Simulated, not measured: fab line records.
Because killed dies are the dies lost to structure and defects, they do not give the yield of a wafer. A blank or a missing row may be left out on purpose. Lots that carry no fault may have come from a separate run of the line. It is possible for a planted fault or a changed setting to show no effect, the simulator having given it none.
fab line records ; flow n5Finfet
record lots=7; wafers=39
route steps=1938 shown PMOS_HMC_CHANNEL_EPI@78 FIN_SAQP@102 DUMMY_GATE@250 GATE_CUT@501 MOL_CONTACT_COAG@629
startH: the number of hours between the record's first day and the start of the first shown wafer of the lot ; waitH: time in hours since the lot's previous step ; " repeats the value in the row above ; L1.1+2: several wafers, shown together as one row ; - no value, or no start was given ; * or withheld: withheld ; < > ~ a bound
route shown NAME@n: names a module that has steps shown in the file, with the first one's number in the route ; usual: mean/standard deviation of fault-free wafers ; same: alike in all rows ; chamber/n: place in a boat ; sites: readings site by site ; _std_site: the standard deviation of these ; _edge_site: the outer-site mean with the inner-site mean subtracted ; radiusMm: for every site, how far away it sits from the centre of the wafer ; mask NAME#n: copy n ; behind: tool/chamber where the wafer was last shaped ; hold: cause of the lot's hold/its duration in hours/its outcome ; device: the transistor (n, p or np) that didn't switch ; end of line: tests of these same wafers at the route's end ; a step with no rows: only its recipe ; killed: not the wafer's yield, but the dies lost to structure and defects at the first sort ; map: per-die view of a wafer (x killed, . not killed, _ where there is no die)
set.NAME: the setting as run; set.NAME@STEP: as run at that earlier step ; model.NAME: the simulator's own value behind a step, which no gauge read
one table per step and one row per wafer, for lots whose settings were changed on purpose
## steps
# step N5_PMOS_HMC_CHANNEL_EPI_EPI_20
# recipe material=SiGe30; maskMaterial=SiO2; pressureTorr=20; targetThkA=590; tempC=600
lot.wafer;tool;chamber;startH;waitH;set.pressureTorr;model.SiGe30_of_PMOS_HMC_CHANNEL_EPI_EPI_20.thkNm
L077.1;epiRpcvd-04;0;36.64;0.0;20;59.17
L077.2;epiRpcvd-04;0;36.64;0.0;20;59.06
L077.3;epiRpcvd-04;0;36.64;0.0;20;58.6
L077.4;epiRpcvd-04;0;36.64;0.0;20;59.57
L077.5;epiRpcvd-04;0;36.64;0.0;20;59.38
L077.6;epiRpcvd-04;0;36.64;0.0;20;58.65
L078.1;epiRpcvd-02;0;42.28;0.0;20;58.47
L078.2;epiRpcvd-02;0;42.28;0.0;20;59.61
L078.3;epiRpcvd-02;0;42.28;0.0;20;59.58
L078.4;epiRpcvd-02;0;42.28;0.0;20;59.76
L078.5;epiRpcvd-02;0;42.28;0.0;20;59.35
L078.6;epiRpcvd-02;0;42.28;0.0;20;59.12
L083.1;epiRpcvd-04;0;72.58;0.0;20;59.46
L083.4;epiRpcvd-04;0;72.58;0.0;20;59.36
L083.5;epiRpcvd-04;0;72.58;0.0;20;59.42
L084.1;epiRpcvd-04;0;78.07;0.0;22.08;61.08
L084.2;epiRpcvd-04;0;78.07;0.0;22.08;60.89
L084.3;epiRpcvd-04;0;78.07;0.0;22.08;60.04
L084.4;epiRpcvd-04;0;78.07;0.0;22.08;60.76
L084.5;epiRpcvd-04;0;78.07;0.0;22.08;61.43
L084.6;epiRpcvd-04;0;78.07;0.0;22.08;61.54
L086.1;epiRpcvd-01;0;89.71;0.0;17.35;56.1
L086.2;epiRpcvd-01;0;89.71;0.0;17.35;54.97
L086.3;epiRpcvd-01;0;89.71;0.0;17.35;56.15
L086.4;epiRpcvd-01;0;89.71;0.0;17.35;56.59
L086.5;epiRpcvd-01;0;89.71;0.0;17.35;55.71
L086.6;epiRpcvd-01;0;89.71;0.0;17.35;56.58
L087.1;epiRpcvd-02;0;96.79;0.0;20;60.07
L087.2;epiRpcvd-02;0;96.79;0.0;20;59.63
L087.3;epiRpcvd-02;0;96.79;0.0;20;60.57
L087.4;epiRpcvd-02;0;96.79;0.0;20;60.62
L087.5;epiRpcvd-02;0;96.79;0.0;20;60.1
L087.6;epiRpcvd-02;0;96.79;0.0;20;60.37
L092.1;epiRpcvd-01;0;126.42;0.0;20;58.2
L092.2;epiRpcvd-01;0;126.42;0.0;20;58.26
L092.3+4;epiRpcvd-01;0;126.42;0.0;20;58.46
L092.5;epiRpcvd-01;0;126.42;0.0;20;58.82
L092.6;epiRpcvd-01;0;126.42;0.0;20;57.81
# step N5_FIN_SAQP_HM_DEP_72
# recipe material=SiO2; targetThkA=120; tempC=400; precursor=SiH4/N2O; pressureTorr=0.75; rfW=275; timeS=7.2
lot.wafer;tool;chamber;startH;waitH;set.targetThkA;model.SiO2_of_FIN_SAQP_HM_DEP_72.thkNm
L077.1;pecvd-01;2;39.88;0.0;120;12
L077.2;pecvd-01;1;39.88;0.0;120;11.94
L077.3;pecvd-01;0;39.88;0.0;135.5;13.66
L077.4;pecvd-01;0;39.88;0.0;120;12.49
L077.5+6;pecvd-01;1,2;39.88;0.0;135.5;13.76
L078.1;pecvd-03;1;45.53;0.0;120;12.34
L078.2;pecvd-03;0;45.53;0.0;120;11.85
L078.3;pecvd-03;1;45.53;0.0;120;12.53
L078.4;pecvd-03;0;45.53;0.0;120;12.11
L078.5;pecvd-03;0;45.53;0.0;120;12.29
L078.6;pecvd-03;1;45.53;0.0;120;12.33
L083.1;pecvd-01;2;76.38;0.0;120;12.16
L083.4;pecvd-01;2;76.38;0.0;120;12.02
L083.5;pecvd-01;1;76.38;0.0;120;12.13
L084.1;pecvd-01;0;81.05;0.0;108.7;10.8
L084.2;pecvd-01;2;81.05;0.0;120;11.91
L084.3;pecvd-01;1;81.05;0.0;120;12.04
L084.4;pecvd-01;0;81.05;0.0;108.7;10.95
L084.5;pecvd-01;2;81.05;0.0;108.7;10.97
L084.6;pecvd-01;1;81.05;0.0;120;12.28
L086.1;pecvd-01;1;93.41;0.0;120;11.91
L086.2;pecvd-01;0;93.41;0.0;120;11.78
L086.3;pecvd-01;2;93.41;0.0;120;11.86
L086.4;pecvd-01;0;93.41;0.0;120;12.02
L086.5;pecvd-01;1;93.41;0.0;120;12.16
L086.6;pecvd-01;2;93.41;0.0;120;11.97
L087.1;pecvd-02;1;101.08;0.0;128.1;12.78
L087.2;pecvd-02;0;101.08;0.0;120;11.52
L087.3;pecvd-02;1;101.08;0.0;128.1;12.83
L087.4;pecvd-02;0;101.08;0.0;128.1;12.53
L087.5;pecvd-02;0;101.08;0.0;120;11.74
L087.6;pecvd-02;1;101.08;0.0;120;11.92
L092.1;pecvd-03;0;129.40;0.0;120;11.87
L092.2;pecvd-03;1;129.40;0.0;129.5;13.15
L092.3;pecvd-03;2;129.40;0.0;129.5;12.65
L092.4;pecvd-03;0;129.40;0.0;120;12.22
L092.5;pecvd-03;1;129.40;0.0;129.5;13.04
L092.6;pecvd-03;2;129.40;0.0;120;12.05
# step N5_FIN_SAQP_COAT_49
# recipe resist=SOC; tempC=250; timeS=60; spinRpm=1500; resistThkNm=100
# step N5_FIN_SAQP_COAT_50
# recipe resist=SiARC; tempC=220; timeS=60; spinRpm=1500; resistThkNm=35
# step N5_FIN_SAQP_ETCH_52
# recipe chemistry=N2/H2; target=SOC; targetDepthA=1000; overetchA=200; maskMaterial=SiARC; tempC=40; timeS=150; ionEnergyEv=200; pressureMtorr=30; sourceW=840; biasW=150; n2FlowSccm=200; h2FlowSccm=200; ends=endPoint
# step N5_FIN_SAQP_STRIP_53
# recipe chemistry=N2/H2; tempC=40; n2FlowSccm=200; h2FlowSccm=200; rfFrequencyHz=6e+07
# step N5_FIN_SAQP_HM_OPEN_73
# recipe chemistry=CHF3/O2; target=SiO2; stopOn=a-Si; targetDepthA=120; overEtchFrac=1.8; maskMaterial=SOC; timeS=16.8; pressureMtorr=30; sourceW=650; biasW=170; Ar_flow_sccm=200; CHF3_flow_sccm=50; O2_flow_sccm=5; ionEnergyEv=200; ends=endPoint
lot.wafer;tool;chamber;startH;waitH;set.targetThkA@FIN_SAQP_HM_DEP_72;model.etch.depthNm
L077.1;rieDiel-04;0;40.50;0.0;120;12
L077.2;rieDiel-04;3;40.50;0.0;120;11.94
L077.3;rieDiel-04;1;40.50;0.0;135.5;13.66
L077.4;rieDiel-04;2;40.50;0.0;120;12.49
L077.5+6;rieDiel-04;0,3;40.50;0.0;135.5;13.76
L078.1;rieDiel-05;2;46.29;0.0;120;12.34
L078.2;rieDiel-05;0;46.29;0.0;120;11.85
L078.3;rieDiel-05;1;46.29;0.0;120;12.53
L078.4;rieDiel-05;3;46.29;0.0;120;12.11
L078.5;rieDiel-05;3;46.29;0.0;120;12.29
L078.6;rieDiel-05;0;46.29;0.0;120;12.33
L083.1;rieDiel-03;3;77.35;0.0;120;12.16
L083.4;rieDiel-03;1;77.35;0.0;120;12.02
L083.5;rieDiel-03;2;77.35;0.0;120;12.13
L084.1;rieDiel-05;1;81.81;0.0;108.7;10.8
L084.2;rieDiel-05;0;81.81;0.0;120;11.91
L084.3;rieDiel-05;3;81.81;0.0;120;12.04
L084.4;rieDiel-05;0;81.81;0.0;108.7;10.95
L084.5;rieDiel-05;1;81.81;0.0;108.7;10.97
L084.6;rieDiel-05;3;81.81;0.0;120;12.28
L086.1;rieDiel-03;2;94.15;0.0;120;11.91
L086.2;rieDiel-03;0;94.15;0.0;120;11.78
L086.3;rieDiel-03;3;94.15;0.0;120;11.86
L086.4;rieDiel-03;0;94.15;0.0;120;12.02
L086.5;rieDiel-03;3;94.15;0.0;120;12.16
L086.6;rieDiel-03;2;94.15;0.0;120;11.97
L087.1;rieDiel-03;3;101.79;0.0;128.1;12.78
L087.2;rieDiel-03;2;101.79;0.0;120;11.52
L087.3;rieDiel-03;0;101.79;0.0;128.1;12.83
L087.4;rieDiel-03;2;101.79;0.0;128.1;12.53
L087.5;rieDiel-03;3;101.79;0.0;120;11.74
L087.6;rieDiel-03;0;101.79;0.0;120;11.92
L092.1;rieDiel-05;0;130.14;0.0;120;11.87
L092.2;rieDiel-05;1;130.14;0.0;129.5;13.15
L092.3;rieDiel-05;3;130.14;0.0;129.5;12.65
L092.4;rieDiel-05;1;130.14;0.0;120;12.22
L092.5;rieDiel-05;3;130.14;0.0;129.5;13.04
L092.6;rieDiel-05;0;130.14;0.0;120;12.05
# step N5_DUMMY_GATE_ETCH_42
# recipe chemistry=CHF3/O2; target=SiO2; targetDepthA=35; timeS=31; ionEnergyEv=30; biasW=12; pressureMtorr=30; sourceW=600; Ar_flow_sccm=200; CHF3_flow_sccm=50; O2_flow_sccm=5
# usual rfVppV=43.0/1.2
lot.wafer;tool;chamber;startH;waitH;set.biasW;rfVppV
L077.1;rieDiel-06;1;65.24;0.0;9.936;38.7
L077.2;rieDiel-06;2;65.24;0.0;12;42.7
L077.3;rieDiel-06;0;65.24;0.0;12;43.7
L077.4;rieDiel-06;1;65.24;0.0;9.936;37.9
L077.5;rieDiel-06;2;65.24;0.0;12;43.7
L077.6;rieDiel-06;0;65.24;0.0;9.936;38.0
L078.1;rieDiel-06;2;74.34;0.2;12;44.4
L078.2;rieDiel-06;0;74.34;0.2;12;43.4
L078.3;rieDiel-06;1;74.34;0.2;12;43.6
L078.4;rieDiel-06;1;74.34;0.2;12;43.6
L078.5;rieDiel-06;0;74.34;0.2;12;43.4
L078.6;rieDiel-06;2;74.34;0.2;12;43.9
L083.1;rieDiel-01;3;102.55;0.1;12;41.9
L083.4;rieDiel-01;0;102.55;0.1;12;41.7
L083.5;rieDiel-01;0;102.55;0.1;12;42.3
L084.1;rieDiel-02;3;108.36;0.2;12;41.2
L084.2;rieDiel-02;1;108.36;0.2;12;42.8
L084.3;rieDiel-02;2;108.36;0.2;12;42.2
L084.4;rieDiel-02;0;108.36;0.2;12;43.2
L084.5;rieDiel-02;1;108.36;0.2;12;41.9
L084.6;rieDiel-02;0;108.36;0.2;12;43.4
L086.1;rieDiel-06;3;119.56;0.1;14.02;45.4
L086.2;rieDiel-06;0;119.56;0.1;14.02;48.5
L086.3;rieDiel-06;1;119.56;0.1;12;45.2
L086.4;rieDiel-06;2;119.56;0.1;12;43.7
L086.5;rieDiel-06;0;119.56;0.1;14.02;49.0
L086.6;rieDiel-06;1;119.56;0.1;12;44.0
L087.1;rieDiel-02;2;126.84;0.1;12;42.2
L087.2;rieDiel-02;3;126.84;0.1;12;42.4
L087.3;rieDiel-02;0;126.84;0.1;12;44.0
L087.4;rieDiel-02;1;126.84;0.1;11.07;40.4
L087.5;rieDiel-02;1;126.84;0.1;11.07;41.3
L087.6;rieDiel-02;0;126.84;0.1;11.07;40.6
L092.1;rieDiel-06;2;154.93;0.1;12;43.8
L092.2;rieDiel-06;0;154.93;0.1;12;43.7
L092.3;rieDiel-06;1;154.93;0.1;12;44.1
L092.4;rieDiel-06;2;154.93;0.1;11.02;40.0
L092.5;rieDiel-06;1;154.93;0.1;11.02;41.2
L092.6;rieDiel-06;0;154.93;0.1;11.02;39.4
# step N5_GATE_CUT_CUT_ETCH_54
# recipe chemistry=Cl2/BCl3; target=TiN; maskMaterial=SiO2; targetDepthA=967; pressureMtorr=10; icpW=1000; biasW=126; Cl2_flow_sccm=53.25; bcl3FlowSccm=21.75; Ar_flow_sccm=25; ends=cleared
# usual etchRfOnTimeS=37.3/0.9
lot.wafer;tool;chamber;startH;waitH;set.icpW;etchRfOnTimeS
L077.1;rieMetal-03;0;100.44;0.0;841.5;42.9
L077.2;rieMetal-03;1;100.44;0.0;841.5;43.2
L077.3;rieMetal-03;1;100.44;0.0;1000;37.6
L077.4;rieMetal-03;0;100.44;0.0;1000;37.0
L077.5;rieMetal-03;0;100.44;0.0;1000;37.2
L077.6;rieMetal-03;1;100.44;0.0;841.5;43.8
L078.1;rieMetal-03;1;113.58;0.0;1166;32.7
L078.2;rieMetal-03;0;113.58;0.0;1000;37.0
L078.3;rieMetal-03;0;113.58;0.0;1166;32.2
L078.4;rieMetal-03;1;113.58;0.0;1000;37.8
L078.5;rieMetal-03;1;113.58;0.0;1166;33.1
L078.6;rieMetal-03;0;113.58;0.0;1000;37.0
L083.1;rieMetal-01;1;138.09;0.0;1000;35.8
L083.4;rieMetal-01;1;138.09;0.0;1000;35.9
L083.5;rieMetal-01;1;138.09;0.0;1000;35.8
L084.1;rieMetal-03;0;148.66;0.0;1000;37.4
L084.2;rieMetal-03;1;148.66;0.0;1000;37.9
L084.3;rieMetal-03;0;148.66;0.0;1000;37.5
L084.4;rieMetal-03;1;148.66;0.0;1000;37.9
L084.5;rieMetal-03;1;148.66;0.0;1000;38.0
L084.6;rieMetal-03;0;148.66;0.0;1000;37.5
L086.1;rieMetal-02;1;158.67;0.0;1000;39.6
L086.2;rieMetal-02;0;158.67;0.0;1000;36.2
L086.3;rieMetal-02;0;158.67;0.0;1000;36.1
L086.4;rieMetal-02;1;158.67;0.0;1000;39.4
L086.5;rieMetal-02;1;158.67;0.0;1000;39.6
L086.6;rieMetal-02;0;158.67;0.0;1000;36.4
L087.1;rieMetal-03;0;163.12;0.0;1000;37.4
L087.2;rieMetal-03;1;163.12;0.0;1000;37.9
L087.3;rieMetal-03;1;163.12;0.0;1000;37.9
L087.4;rieMetal-03;0;163.12;0.0;1000;37.3
L087.5;rieMetal-03;1;163.12;0.0;1000;37.9
L087.6;rieMetal-03;0;163.12;0.0;1000;37.3
L092.1;rieMetal-01;0;192.34;0.0;1000;37.5
L092.2;rieMetal-01;1;192.34;0.0;1080;33.8
L092.3;rieMetal-01;1;192.34;0.0;1000;36.1
L092.4;rieMetal-01;0;192.34;0.0;1000;37.4
L092.5;rieMetal-01;1;192.34;0.0;1080;33.9
L092.6;rieMetal-01;0;192.34;0.0;1080;34.8
# step N5_MOL_CONTACT_COAG_ANNEAL_112
# recipe tempC=400; timeS=1800; ambient=HPD2; pressureAtm=10
# usual wafer_temp_C_max=402.9/0.58
lot.wafer;tool;chamber;startH;waitH;set.tempC;wafer_temp_C_max
L077.1;hpAnneal-01;0;119.22;0.0;394.1;397.0
L077.2;hpAnneal-01;0;119.22;0.0;394.1;396.6
L077.3;hpAnneal-01;0;119.22;0.0;394.1;396.8
L077.4;hpAnneal-01;0;119.22;0.0;394.1;396.0
L077.5;hpAnneal-01;0;119.22;0.0;394.1;396.1
L077.6;hpAnneal-01;0;119.22;0.0;394.1;396.4
L078.1;hpAnneal-01;0;130.55;0.0;403.7;406.6
L078.2;hpAnneal-01;0;130.55;0.0;403.7;405.9
L078.3;hpAnneal-01;0;130.55;0.0;403.7;406.3
L078.4;hpAnneal-01;0;130.55;0.0;403.7;407.5
L078.5;hpAnneal-01;0;130.55;0.0;403.7;406.1
L078.6;hpAnneal-01;0;130.55;0.0;403.7;406.6
L083.1;hpAnneal-01;0;190.18;34.4;400;403.2
L083.4;hpAnneal-01;0;190.18;34.4;400;402.0
L083.5;hpAnneal-01;0;190.18;34.4;400;402.9
L084.1;hpAnneal-01;0;190.18;25.2;391.9;394.1
L084.2;hpAnneal-01;0;190.18;25.2;391.9;394.3
L084.3;hpAnneal-01;0;190.18;25.2;391.9;395.2
L084.4;hpAnneal-01;0;190.18;25.2;391.9;394.3
L084.5;hpAnneal-01;0;190.18;25.2;391.9;394.7
L084.6;hpAnneal-01;0;190.18;25.2;391.9;396.1
L086.1;hpAnneal-01;0;190.18;16.1;400;402.6
L086.2;hpAnneal-01;0;190.18;16.1;400;404.5
L086.3;hpAnneal-01;0;190.18;16.1;400;402.0
L086.4;hpAnneal-01;0;190.18;16.1;400;403.9
L086.5;hpAnneal-01;0;190.18;16.1;400;402.1
L086.6;hpAnneal-01;0;190.18;16.1;400;402.3
L087.1;hpAnneal-01;0;190.18;10.3;400;402.8
L087.2;hpAnneal-01;0;190.18;10.3;400;402.0
L087.3;hpAnneal-01;0;190.18;10.3;400;403.5
L087.4;hpAnneal-01;0;190.18;10.3;400;402.8
L087.5;hpAnneal-01;0;190.18;10.3;400;403.6
L087.6;hpAnneal-01;0;190.18;10.3;400;402.7
L092.1;hpAnneal-01;0;212.01;2.0;389;391.8
L092.2;hpAnneal-01;0;212.01;2.0;389;391.4
L092.3;hpAnneal-01;0;212.01;2.0;389;392.0
L092.4;hpAnneal-01;0;212.01;2.0;389;391.2
L092.5;hpAnneal-01;0;212.01;2.0;389;392.4
L092.6;hpAnneal-01;0;212.01;2.0;389;391.4
## key
split step=N5_PMOS_HMC_CHANNEL_EPI_EPI_20; setting=pressureTorr; stated=20; by=lot
response step=N5_PMOS_HMC_CHANNEL_EPI_EPI_20; reading=model.SiGe30_of_PMOS_HMC_CHANNEL_EPI_EPI_20.thkNm; change=+0.212; per=1%; r=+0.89
split step=N5_FIN_SAQP_HM_DEP_72; setting=targetThkA; stated=120; by=wafer
response step=N5_FIN_SAQP_HM_DEP_72; reading=model.SiO2_of_FIN_SAQP_HM_DEP_72.thkNm; change=+0.124; per=1%; r=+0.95
response step=N5_FIN_SAQP_HM_OPEN_73; reading=model.etch.depthNm; change=+0.124; per=1%; r=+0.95
split step=N5_DUMMY_GATE_ETCH_42; setting=biasW; stated=12; by=wafer
response step=N5_DUMMY_GATE_ETCH_42; reading=rfVppV; change=+0.272; per=1%; r=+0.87
split step=N5_GATE_CUT_CUT_ETCH_54; setting=icpW; stated=1000; by=wafer
response step=N5_GATE_CUT_CUT_ETCH_54; reading=etchRfOnTimeS; change=*; per=1%; r=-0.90
split step=N5_MOL_CONTACT_COAG_ANNEAL_112; setting=tempC; stated=400; by=lot
response step=N5_MOL_CONTACT_COAG_ANNEAL_112; reading=wafer_temp_C_max; change=*; per=1%; r=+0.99
